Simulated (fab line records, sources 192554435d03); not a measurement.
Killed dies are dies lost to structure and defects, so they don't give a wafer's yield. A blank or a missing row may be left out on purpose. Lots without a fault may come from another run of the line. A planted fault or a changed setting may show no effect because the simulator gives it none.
Chamber matching | flow n5_finfet | N5_BEOL_M10_STRIP_19 on rie_diel-02: 4 sister chambers
The step strips in O2. 16 wafers are shown with their chamber, then 8 later ones without.

WAFERS WITH THEIR CHAMBER
wafer  | chamber | drypump_motor_current_A (A) | throttle_valve_pct (%) | oes_product_au (a.u.)
L076.1 | 2       | 5.8                         | 16.32                  | 0.96
L076.3 | 3       | 6.8                         | 16.58                  | 0.97
L076.6 | 3       | 6.8                         | 16.61                  | 0.97
L078.2 | 3       | 6.8                         | 16.60                  | 0.99
L078.3 | 2       | 5.9                         | 16.33                  | 0.98
L078.5 | 1       | 6.3                         | 16.66                  | 0.82
L081.1 | 1       | 6.3                         | 16.68                  | 0.81
L081.2 | 0       | 5.8                         | 16.74                  | 0.69
L081.4 | 2       | 5.9                         | 16.30                  | 0.95
L080.1 | 1       | 6.3                         | 16.66                  | 0.80
L080.3 | 2       | 5.9                         | 16.34                  | 0.94
L080.5 | 0       | 5.8                         | 16.75                  | 0.69
L082.2 | 2       | 5.9                         | 16.31                  | 0.95
L082.3 | 3       | 6.8                         | 16.62                  | 0.95
L082.4 | 1       | 6.4                         | 16.69                  | 0.81
L083.1 | 1       | 6.3                         | 16.68                  | 0.80

SIGNATURES (means of the wafers above)
reading                 | chamber 0 | chamber 1 | chamber 2 | chamber 3 | scatter within a chamber
drypump_motor_current_A | 5.800     | 6.320     | 5.880     | 6.800     | 0.0365
throttle_valve_pct      | 16.7450   | 16.6740   | 16.3200   | 16.6025   | 0.0148
oes_product_au          | 0.6900    | 0.8080    | 0.9560    | 0.9700    | 0.0129
Rule: a wafer's distance from a chamber is the root of the sum, over the readings, of the square of ((its reading less the chamber's mean) divided by the reading's scatter). The wafer belongs to the nearest chamber; if the next one is less than 2 further off, it can't be placed. The scatter: the root of (the sum of the squares of (reading less its chamber's mean) over the shown wafers, divided by (wafers less chambers)).

WAFERS WITHOUT THEIR CHAMBER
wafer  | drypump_motor_current_A (A) | throttle_valve_pct (%) | oes_product_au (a.u.)
L083.5 | 5.8                         | 16.35                  | 0.95
L083.6 | 6.3                         | 16.70                  | 0.79
L089.1 | 5.8                         | 16.36                  | 0.92
L089.4 | 5.8                         | 16.78                  | 0.68
L089.6 | 5.8                         | 16.77                  | 0.68
L097.2 | 6.3                         | 16.74                  | 0.76
L097.3 | 5.8                         | 16.39                  | 0.89
L097.6 | 6.8                         | 16.67                  | 0.87

WHICH CHAMBER EACH WENT THROUGH
wafer  | from the rows above | in truth
L083.5 | 2                   | 2
L083.6 | 1                   | 1
L089.1 | 2                   | 2
L089.4 | 0                   | 0
L089.6 | 0                   | 0
L097.2 | 1                   | 1
L097.3 | 2                   | 2
L097.6 | 3                   | 3
Placed correctly: 8 of 8. Can't be placed from these rows: 0. Placed wrongly: 0.
